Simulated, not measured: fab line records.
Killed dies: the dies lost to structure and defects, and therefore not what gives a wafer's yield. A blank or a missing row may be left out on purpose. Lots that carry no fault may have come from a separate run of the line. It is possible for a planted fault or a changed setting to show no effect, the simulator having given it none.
Matching of chambers -- flow n5_finfet -- N5_GATE_CUT_STRIP_42 on rie_diel-01: 4 sister chambers
The step strips in O2. 8 wafers are shown with their chamber, then 7 later ones without.

WAFERS, EACH WITH ITS CHAMBER
wafer,chamber,showerhead_plenum_p_Torr (Torr),drypump_motor_current_A (A)
L079.4,2,2.16,5.71
L082.2,2,2.16,5.76
L082.6,1,2.17,5.47
L087.1,0,2.02,5.42
L087.5,1,2.16,5.49
L087.6,3,2.14,5.16
L089.1,0,2.02,5.41
L089.3,3,2.14,5.15

WAFERS MISSING THEIR CHAMBER
wafer,showerhead_plenum_p_Torr (Torr),drypump_motor_current_A (A)
L089.4,2.15,5.74
L096.1,2.13,5.18
L096.4,2.15,5.72
L096.6,2.13,5.16
L097.1,2.15,5.74
L097.2,2.13,5.14
L097.3,2.01,5.41

WHICH CHAMBER EACH WENT THROUGH
wafer,from the rows above,in truth
L089.4,2,2
L096.1,3,3
L096.4,2,2
L096.6,3,3
L097.1,2,2
L097.2,3,3
L097.3,0,0
7 of 7 placed correctly. Not placeable from these rows: 0. 0 placed wrongly.
How it was worked out, from the rows above alone: a wafer's distance from a chamber is the root of the sum, over the readings, of the square of ((its reading less the chamber's mean) divided by the reading's scatter). If the next closest chamber is less than 2 further off than the closest, the wafer can't be placed; otherwise it belongs to the closest. Each chamber's mean is taken over the wafers shown for it. The scatter: take each reading less its chamber's mean, square it, sum over the shown wafers, divide by the number of wafers less the number of chambers, and take the root.
